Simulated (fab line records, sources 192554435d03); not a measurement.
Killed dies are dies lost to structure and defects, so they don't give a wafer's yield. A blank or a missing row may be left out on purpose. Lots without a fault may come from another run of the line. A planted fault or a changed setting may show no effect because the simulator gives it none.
Which tool did it? | flow n5_finfet | 24 lots, 72 wafers sampled, at 6 steps of a route of 1938

WHAT THE GAUGES READ, wafer by wafer
N5_BEOL_M3_CD_MEAS_18: pitch 36 nm, target cd 18 nm.
lot  | measured     | on        | cd_nm (nm)
L074 | day 6 23:48  | cd_sem-01 | 18.0 18.6 18.3
L075 | day 7 08:38  | cd_sem-01 | 18.3 17.7 18.4
L076 | day 7 11:34  | cd_sem-02 | 18.1 18.1 18.0
L077 | day 7 21:24  | cd_sem-03 | 17.3 18.1 17.8
L078 | day 8 02:59  | cd_sem-03 | 17.8 17.7 17.4
L079 | day 8 10:30  | cd_sem-02 | 17.8 17.7 18.0
L080 | day 8 21:16  | cd_sem-02 | 18.1 18.2 17.9
L082 | day 8 22:17  | cd_sem-03 | 17.5 18.1 17.6
L083 | day 8 23:23  | cd_sem-03 | 18.3 17.7 17.6
L081 | day 9 02:19  | cd_sem-01 | 18.2 18.2 18.3
L084 | day 9 12:53  | cd_sem-03 | 18.2 18.3 18.1
L085 | day 9 13:26  | cd_sem-03 | 17.7 17.7 17.8
L086 | day 10 13:49 | cd_sem-01 | 18.0 17.8 19.2
L088 | day 10 15:34 | cd_sem-01 | 18.5 17.8 17.7
L087 | day 10 16:43 | cd_sem-02 | 17.8 17.5 18.1
L089 | day 10 17:49 | cd_sem-03 | 18.3 17.6 18.2
L090 | day 10 18:42 | cd_sem-02 | 17.7 17.7 17.6
L091 | day 10 20:02 | cd_sem-01 | 17.7 18.2 17.9
L092 | day 11 08:32 | cd_sem-03 | 17.9 17.8 18.2
L093 | day 11 17:30 | cd_sem-02 | 18.3 17.7 17.6
L095 | day 12 11:56 | cd_sem-01 | 18.1 17.1 18.5
L094 | day 12 13:44 | cd_sem-02 | 18.4 18.7 18.0
L096 | day 12 16:21 | cd_sem-01 | 17.4 17.2 18.2
L097 | day 12 20:20 | cd_sem-01 | 18.4 18.6 18.4

WHICH TOOL RAN EACH LOT (tool, then ch and the chambers of the sampled wafers, then the start)
lot  | N5_BEOL_M2_SPUTTER_81        | N5_BEOL_M2_ANNEAL_87         | N5_BEOL_M3_PECVD_72             | N5_BEOL_M3_STRIP_66                | N5_BEOL_M3_STRIP_19
L074 | pvd_sputter-01, day 6 20:08  | pvd_sputter-01, day 6 20:26  | pecvd-03 ch 0,2, day 6 22:40    | rie_diel-04 ch 0,1, day 6 23:34    | rie_diel-04 ch 0,1,3, day 6 23:44
L075 | pvd_sputter-03, day 7 03:09  | pvd_sputter-03, day 7 03:27  | pecvd-02 ch 0,2, day 7 05:41    | rie_diel-04 ch 0,2,3, day 7 08:25  | rie_diel-04 ch 1,2,3, day 7 08:34
L076 | pvd_sputter-03, day 7 06:55  | pvd_sputter-03, day 7 07:13  | pecvd-02 ch 0,1,2, day 7 09:43  | rie_diel-06 ch 0,1,2, day 7 11:19  | rie_diel-06 ch 0,3, day 7 11:29
L077 | pvd_sputter-03, day 7 17:03  | pvd_sputter-03, day 7 17:21  | pecvd-04 ch 0,1,2, day 7 19:35  | rie_diel-03 ch 0,1,2, day 7 21:11  | rie_diel-04 ch 1,2, day 7 21:20
L078 | pvd_sputter-01, day 7 22:07  | pvd_sputter-01, day 7 22:25  | pecvd-03 ch 0,2, day 8 00:40    | rie_diel-03 ch 1,2,3, day 8 02:45  | rie_diel-06 ch 1,2,3, day 8 02:55
L079 | pvd_sputter-01, day 8 05:12  | pvd_sputter-01, day 8 05:30  | pecvd-02 ch 1,2, day 8 08:14    | rie_diel-04 ch 0,1,2, day 8 10:17  | rie_diel-06 ch 0,1,3, day 8 10:26
L080 | pvd_sputter-01, day 8 17:07  | pvd_sputter-01, day 8 17:25  | pecvd-03 ch 1,2, day 8 19:41    | rie_diel-06 ch 0,2, day 8 21:03    | rie_diel-04 ch 2,3, day 8 21:12
L082 | pvd_sputter-02, day 8 17:53  | pvd_sputter-02, day 8 18:11  | pecvd-03 ch 0,1,2, day 8 20:31  | rie_diel-03 ch 1,2,3, day 8 21:58  | rie_diel-03 ch 1,2,3, day 8 22:12
L083 | pvd_sputter-01, day 8 18:58  | pvd_sputter-01, day 8 19:16  | pecvd-02 ch 1,2, day 8 21:53    | rie_diel-04 ch 0,2,3, day 8 23:02  | rie_diel-03 ch 1,2, day 8 23:19
L081 | pvd_sputter-03, day 8 19:43  | pvd_sputter-03, day 8 20:01  | pecvd-04 ch 0,1,2, day 8 23:06  | rie_diel-03 ch 0,2,3, day 9 02:05  | rie_diel-06 ch 0,1,3, day 9 02:14
L084 | pvd_sputter-03, day 9 06:58  | pvd_sputter-03, day 9 07:16  | pecvd-02 ch 1,2, day 9 09:34    | rie_diel-04 ch 0,2, day 9 12:34    | rie_diel-03 ch 0,2,3, day 9 12:49
L085 | pvd_sputter-01, day 9 07:15  | pvd_sputter-01, day 9 07:33  | pecvd-02 ch 0,1,2, day 9 09:50  | rie_diel-06 ch 0,1,3, day 9 13:05  | rie_diel-06 ch 1,2, day 9 13:22
L086 | pvd_sputter-03, day 10 08:37 | pvd_sputter-03, day 10 08:55 | pecvd-02 ch 0,1,2, day 10 11:34 | rie_diel-06 ch 0,1,2, day 10 13:35 | rie_diel-06 ch 2,3, day 10 13:44
L088 | pvd_sputter-02, day 10 11:23 | pvd_sputter-02, day 10 11:41 | pecvd-02 ch 0,1, day 10 13:57   | rie_diel-04 ch 0,1,3, day 10 15:20 | rie_diel-03 ch 0,2,3, day 10 15:29
L087 | pvd_sputter-01, day 10 12:05 | pvd_sputter-01, day 10 12:23 | pecvd-04 ch 0,1,2, day 10 14:56 | rie_diel-06 ch 0,3, day 10 16:28   | rie_diel-03 ch 0,3, day 10 16:38
L089 | pvd_sputter-03, day 10 13:36 | pvd_sputter-03, day 10 13:54 | pecvd-04 ch 0,1,2, day 10 16:10 | rie_diel-03 ch 0,2,3, day 10 17:35 | rie_diel-06 ch 0,2, day 10 17:45
L090 | pvd_sputter-02, day 10 14:53 | pvd_sputter-02, day 10 15:11 | pecvd-03 ch 0,2, day 10 17:26   | rie_diel-03 ch 0,2, day 10 18:29   | rie_diel-03 ch 1,2,3, day 10 18:38
L091 | pvd_sputter-01, day 10 16:03 | pvd_sputter-01, day 10 16:21 | pecvd-03 ch 0,1,2, day 10 18:42 | rie_diel-04 ch 0,1,2, day 10 19:49 | rie_diel-03 ch 0,2,3, day 10 19:58
L092 | pvd_sputter-03, day 11 03:49 | pvd_sputter-03, day 11 04:07 | pecvd-04 ch 0,1, day 11 06:31   | rie_diel-04 ch 0,1,3, day 11 08:14 | rie_diel-06 ch 1,2,3, day 11 08:28
L093 | pvd_sputter-02, day 11 10:08 | pvd_sputter-02, day 11 10:26 | pecvd-04 ch 0,1,2, day 11 12:41 | rie_diel-03 ch 0,1,3, day 11 17:15 | rie_diel-03 ch 0,1,3, day 11 17:27
L095 | pvd_sputter-02, day 12 07:31 | pvd_sputter-02, day 12 07:49 | pecvd-03 ch 0,1,2, day 12 10:03 | rie_diel-03 ch 0,1, day 12 11:29   | rie_diel-06 ch 0,1,2, day 12 11:52
L094 | pvd_sputter-01, day 12 08:48 | pvd_sputter-01, day 12 09:06 | pecvd-04 ch 0,1, day 12 11:33   | rie_diel-03 ch 0,1,3, day 12 13:08 | rie_diel-03 ch 0,2,3, day 12 13:39
L096 | pvd_sputter-03, day 12 11:17 | pvd_sputter-03, day 12 11:35 | pecvd-02 ch 0,2, day 12 14:38   | rie_diel-03 ch 0,1,2, day 12 16:07 | rie_diel-03 ch 0,1,3, day 12 16:17
L097 | pvd_sputter-03, day 12 13:33 | pvd_sputter-03, day 12 13:51 | pecvd-03 ch 1,2, day 12 16:05   | rie_diel-06 ch 0,1,2, day 12 20:07 | rie_diel-04 ch 0,2, day 12 20:16
- N5_BEOL_M2_SPUTTER_81: material Cu, target thk 4.5 nm, time 8.29 s.
- N5_BEOL_M2_ANNEAL_87: time 240 s.
- N5_BEOL_M3_PECVD_72: deposits SiO2 from TEOS/O2, target thk 16 nm, time 18 s.
- N5_BEOL_M3_STRIP_66: strips in CF4.
- N5_BEOL_M3_STRIP_19: strips in O2.

WHAT THE TOOLS THEMSELVES READ (means of the sampled wafers that have a number; where no wafer has one, the mark that the record gives instead)
N5_BEOL_M2_SPUTTER_81.
lot  | tool           | throttle_valve_pct (%)
L074 | pvd_sputter-01 | 29.4
L075 | pvd_sputter-03 | 29.4
L076 | pvd_sputter-03 | 29.5
L077 | pvd_sputter-03 | 28.9
L078 | pvd_sputter-01 | 30.0
L079 | pvd_sputter-01 | 31.1
L080 | pvd_sputter-01 | 31.4
L082 | pvd_sputter-02 | 30.6
L083 | pvd_sputter-01 | 30.3
L081 | pvd_sputter-03 | 29.4
L084 | pvd_sputter-03 | 29.5
L085 | pvd_sputter-01 | 30.0
L086 | pvd_sputter-03 | 29.5
L088 | pvd_sputter-02 | 30.4
L087 | pvd_sputter-01 | 30.8
L089 | pvd_sputter-03 | 29.6
L090 | pvd_sputter-02 | 30.1
L091 | pvd_sputter-01 | 31.0
L092 | pvd_sputter-03 | 29.2
L093 | pvd_sputter-02 | 30.0
L095 | pvd_sputter-02 | 30.9
L094 | pvd_sputter-01 | 30.2
L096 | pvd_sputter-03 | 29.7
L097 | pvd_sputter-03 | 29.4

N5_BEOL_M2_ANNEAL_87.
lot  | tool           | heater_power_w (W)
L074 | pvd_sputter-01 | 850
L075 | pvd_sputter-03 | 787
L076 | pvd_sputter-03 | 790
L077 | pvd_sputter-03 | 786
L078 | pvd_sputter-01 | 858
L079 | pvd_sputter-01 | 817
L080 | pvd_sputter-01 | 816
L082 | pvd_sputter-02 | 776
L083 | pvd_sputter-01 | 808
L081 | pvd_sputter-03 | 763
L084 | pvd_sputter-03 | 755
L085 | pvd_sputter-01 | 796
L086 | pvd_sputter-03 | 801
L088 | pvd_sputter-02 | 869
L087 | pvd_sputter-01 | 855
L089 | pvd_sputter-03 | 766
L090 | pvd_sputter-02 | 941
L091 | pvd_sputter-01 | 805
L092 | pvd_sputter-03 | 782
L093 | pvd_sputter-02 | 781
L095 | pvd_sputter-02 | 833
L094 | pvd_sputter-01 | 784
L096 | pvd_sputter-03 | 776
L097 | pvd_sputter-03 | 795

N5_BEOL_M3_PECVD_72.
lot  | tool     | heater_power_w (W) | rf_fwd_power_W (W) | showerhead_plenum_p_Torr (Torr) | throttle_valve_pct (%)
L074 | pecvd-03 | 741                | 445.1              | 8.80                            | 22.1
L075 | pecvd-02 | 654                | 445.0              | 8.84                            | 22.6
L076 | pecvd-02 | 705                | 443.3              | 8.86                            | 22.7
L077 | pecvd-04 | 886                | 445.0              | 8.79                            | 22.5
L078 | pecvd-03 | 715                | 443.8              | 8.76                            | 22.3
L079 | pecvd-02 | 771                | 445.6              | 8.85                            | 23.1
L080 | pecvd-03 | 833                | 444.1              | 8.72                            | 22.7
L082 | pecvd-03 | 829                | 442.2              | 8.77                            | 22.6
L083 | pecvd-02 | 688                | 442.3              | 8.83                            | 22.8
L081 | pecvd-04 | 851                | 444.5              | 8.79                            | 22.5
L084 | pecvd-02 | 850                | 443.9              | 8.83                            | 23.1
L085 | pecvd-02 | 704                | 443.8              | 8.85                            | 22.8
L086 | pecvd-02 | 727                | 444.3              | 8.85                            | 22.9
L088 | pecvd-02 | 830                | 444.0              | 8.85                            | 23.0
L087 | pecvd-04 | 880                | 444.9              | 8.78                            | 22.3
L089 | pecvd-04 | 820                | 444.8              | 8.78                            | 22.6
L090 | pecvd-03 | 741                | 445.1              | 8.79                            | 21.8
L091 | pecvd-03 | 845                | 443.8              | 8.75                            | 22.1
L092 | pecvd-04 | 796                | 443.4              | 8.70                            | 22.9
L093 | pecvd-04 | 844                | 445.0              | 8.78                            | 22.5
L095 | pecvd-03 | 830                | 444.0              | 8.76                            | 22.2
L094 | pecvd-04 | 895                | 445.0              | 8.70                            | 23.0
L096 | pecvd-02 | 727                | 443.7              | 8.86                            | 22.6
L097 | pecvd-03 | 843                | 441.5              | 8.73                            | 22.3

N5_BEOL_M3_STRIP_66.
lot  | tool        | drypump_motor_current_A (A) | oes_product_au (a.u.) | rf_fwd_power_W (W) | rf_vpp_V (V) | showerhead_plenum_p_Torr (Torr) | throttle_valve_pct (%)
L074 | rie_diel-04 | 5.3                         | 0.75                  | 292.6              | 272.7        | 1.83                            | 13.48
L075 | rie_diel-04 | 5.8                         | 0.89                  | 291.8              | 272.1        | 1.85                            | 13.32
L076 | rie_diel-06 | 6.1                         | 0.84                  | 293.4              | 271.0        | 1.82                            | 13.36
L077 | rie_diel-03 | 5.5                         | 0.80                  | 292.1              | 271.4        | 1.83                            | 13.59
L078 | rie_diel-03 | 5.6                         | 0.78                  | 292.0              | 272.4        | 1.82                            | 13.66
L079 | rie_diel-04 | 5.5                         | 0.81                  | 292.7              | 271.3        | 1.85                            | 13.44
L080 | rie_diel-06 | 5.8                         | 0.90                  | 292.1              | 270.6        | 1.80                            | 13.17
L082 | rie_diel-03 | 5.6                         | 0.77                  | 292.0              | 271.8        | 1.82                            | 13.68
L083 | rie_diel-04 | 5.8                         | 0.87                  | 292.8              | 272.7        | 1.84                            | 13.36
L081 | rie_diel-03 | 5.7                         | 0.84                  | 293.0              | 272.2        | 1.84                            | 13.53
L084 | rie_diel-04 | 6.1                         | 0.85                  | 292.1              | 272.1        | 1.84                            | 13.51
L085 | rie_diel-06 | 6.2                         | 0.78                  | 292.9              | 271.8        | 1.82                            | 13.55
L086 | rie_diel-06 | 6.1                         | 0.81                  | 292.5              | 271.2        | 1.81                            | 13.40
L088 | rie_diel-04 | 5.5                         | 0.86                  | 292.5              | 272.0        | 1.82                            | 13.24
L087 | rie_diel-06 | 5.9                         | 0.83                  | 293.1              | 272.4        | 1.81                            | 13.34
L089 | rie_diel-03 | 5.7                         | 0.82                  | 292.0              | 271.6        | 1.84                            | 13.55
L090 | rie_diel-03 | 5.6                         | 0.83                  | 293.0              | 272.8        | 1.84                            | 13.47
L091 | rie_diel-04 | 5.5                         | 0.87                  | 293.3              | 272.0        | 1.85                            | 13.29
L092 | rie_diel-04 | 5.5                         | 0.86                  | 293.0              | 271.7        | 1.82                            | 13.26
L093 | rie_diel-03 | 5.8                         | 0.82                  | 292.7              | 273.2        | 1.88                            | 13.50
L095 | rie_diel-03 | 5.7                         | 0.83                  | 291.6              | 274.2        | 1.88                            | 13.45
L094 | rie_diel-03 | 5.8                         | 0.81                  | 292.2              | 273.5        | 1.88                            | 13.52
L096 | rie_diel-03 | 5.4                         | 0.84                  | 294.0              | 273.3        | 1.89                            | 13.47
L097 | rie_diel-06 | 6.0                         | 0.79                  | 292.4              | 271.3        | 1.80                            | 13.45

N5_BEOL_M3_STRIP_19.
lot  | tool        | drypump_motor_current_A (A) | oes_product_au (a.u.) | rf_vpp_V (V) | showerhead_plenum_p_Torr (Torr) | throttle_valve_pct (%)
L074 | rie_diel-04 | 5.5                         | 0.85                  | 3.4          | 2.15                            | 16.50
L075 | rie_diel-04 | 5.2                         | 0.84                  | 3.6          | 2.17                            | 16.38
L076 | rie_diel-06 | 5.9                         | 0.88                  | 3.5          | 2.15                            | 16.53
L077 | rie_diel-04 | 4.9                         | 0.77                  | 3.7          | 2.18                            | 16.49
L078 | rie_diel-06 | 6.1                         | 0.80                  | 3.7          | 2.10                            | 16.51
L079 | rie_diel-06 | 6.2                         | 0.78                  | 3.9          | 2.14                            | 16.63
L080 | rie_diel-04 | 5.4                         | 0.90                  | 3.6          | 2.20                            | 16.37
L082 | rie_diel-03 | 5.6                         | 0.78                  | 3.9          | 2.14                            | 16.79
L083 | rie_diel-03 | 5.3                         | 0.72                  | 3.9          | 2.12                            | 16.86
L081 | rie_diel-06 | 6.2                         | 0.79                  | 3.6          | 2.14                            | 16.65
L084 | rie_diel-03 | 5.7                         | 0.84                  | 3.8          | 2.15                            | 16.62
L085 | rie_diel-06 | 5.9                         | 0.82                  | 3.2          | 2.09                            | 16.39
L086 | rie_diel-06 | 5.6                         | 0.84                  | 3.5          | 2.07                            | 16.32
L088 | rie_diel-03 | 5.7                         | 0.83                  | 3.9          | 2.15                            | 16.64
L087 | rie_diel-03 | 6.0                         | 0.92                  | 3.2          | 2.22                            | 16.44
L089 | rie_diel-06 | 5.6                         | 0.88                  | 3.5          | 2.09                            | 16.33
L090 | rie_diel-03 | 5.6                         | 0.77                  | 3.1          | 2.13                            | 16.81
L091 | rie_diel-03 | 5.7                         | 0.83                  | 4.0          | 2.15                            | 16.64
L092 | rie_diel-06 | 6.1                         | 0.76                  | 3.9          | 2.10                            | 16.54
L093 | rie_diel-03 | 5.8                         | 0.83                  | 4.1          | 2.21                            | 16.61
L095 | rie_diel-06 | 6.0                         | 0.79                  | 3.8          | 2.12                            | 16.56
L094 | rie_diel-03 | 5.7                         | 0.91                  | 3.3          | 2.23                            | 16.50
L096 | rie_diel-03 | 5.8                         | 0.82                  | 3.8          | 2.21                            | 16.64
L097 | rie_diel-04 | 5.7                         | 0.84                  | 4.0          | 2.19                            | 16.64

THE ANSWER, worked out from the rows above alone
Rule: what is usual is taken from the lots themselves. Put in order of their means at a reading, lots are off if they are a third of the lots or fewer, leave a main group of 4 or more, and stand apart from it by a gap of 3 or more times the standard deviation of the main group's means; of several such gaps the widest counts. A main group whose means are all the same, to the digits that the tables above print for the reading, isn't used. A lot without any number at a reading at which 4 lots or more have one is off too. The other lots that the step has rows for count as sound. The gauges are gone through in route order, then the tools' own readings, and for those a lot's mean is taken as printed above. The first step at which some lot is off is used, and at that step the reading that is off furthest; a lot without a number counts as furthest.
No lot is off at any reading shown: from this, nothing can be told.

WHAT THE SIMULATOR HAD PUT IN
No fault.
